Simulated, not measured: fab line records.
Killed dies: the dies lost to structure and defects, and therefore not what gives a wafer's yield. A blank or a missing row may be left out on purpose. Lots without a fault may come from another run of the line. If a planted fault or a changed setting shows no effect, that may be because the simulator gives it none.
Chamber matching / flow n5 finfet / N5_BEOL_M14_DEP_53 on pecvd-04: 3 sister chambers
The step deposits SiCN from 3MS/NH3, target thk 50 nm, time 17.8 s. 3 wafers are shown with their chamber, then 7 later ones without.

WAFERS WITH THEIR CHAMBER
wafer=L089.4; chamber=1; showerhead vpp V (V)=1518
wafer=L094.2; chamber=2; showerhead vpp V (V)=1458
wafer=L094.3; chamber=0; showerhead vpp V (V)=1708

WAFERS WHOSE CHAMBER IS MISSING
wafer=L094.6; showerhead vpp V (V)=1468
wafer=L092.1; showerhead vpp V (V)=1450
wafer=L092.3; showerhead vpp V (V)=1684
wafer=L092.6; showerhead vpp V (V)=1691
wafer=L097.3; showerhead vpp V (V)=1686
wafer=L097.5; showerhead vpp V (V)=1447
wafer=L097.6; showerhead vpp V (V)=1742

THE CHAMBER EACH PASSED THROUGH
wafer=L094.6; from the rows above=2; in truth=2
wafer=L092.1; from the rows above=2; in truth=2
wafer=L092.3; from the rows above=0; in truth=0
wafer=L092.6; from the rows above=0; in truth=0
wafer=L097.3; from the rows above=0; in truth=0
wafer=L097.5; from the rows above=2; in truth=2
wafer=L097.6; from the rows above=0; in truth=0
Placed correctly: 7 of 7. Not placeable from these rows: 0. 0 placed wrongly.
How it was worked out, from the rows above alone: a wafer's distance from a chamber is the root of the sum, over the readings, of the square of ((its reading less the chamber's mean) divided by the reading's scatter). The wafer belongs to the nearest chamber; if the next one is less than 2 further off, it can't be placed. The mean given for a chamber averages the wafers shown for that chamber. The scatter (one wafer shown for each chamber): square how far every hidden wafer sits from the nearest shown wafer, average those squares and take the square root.
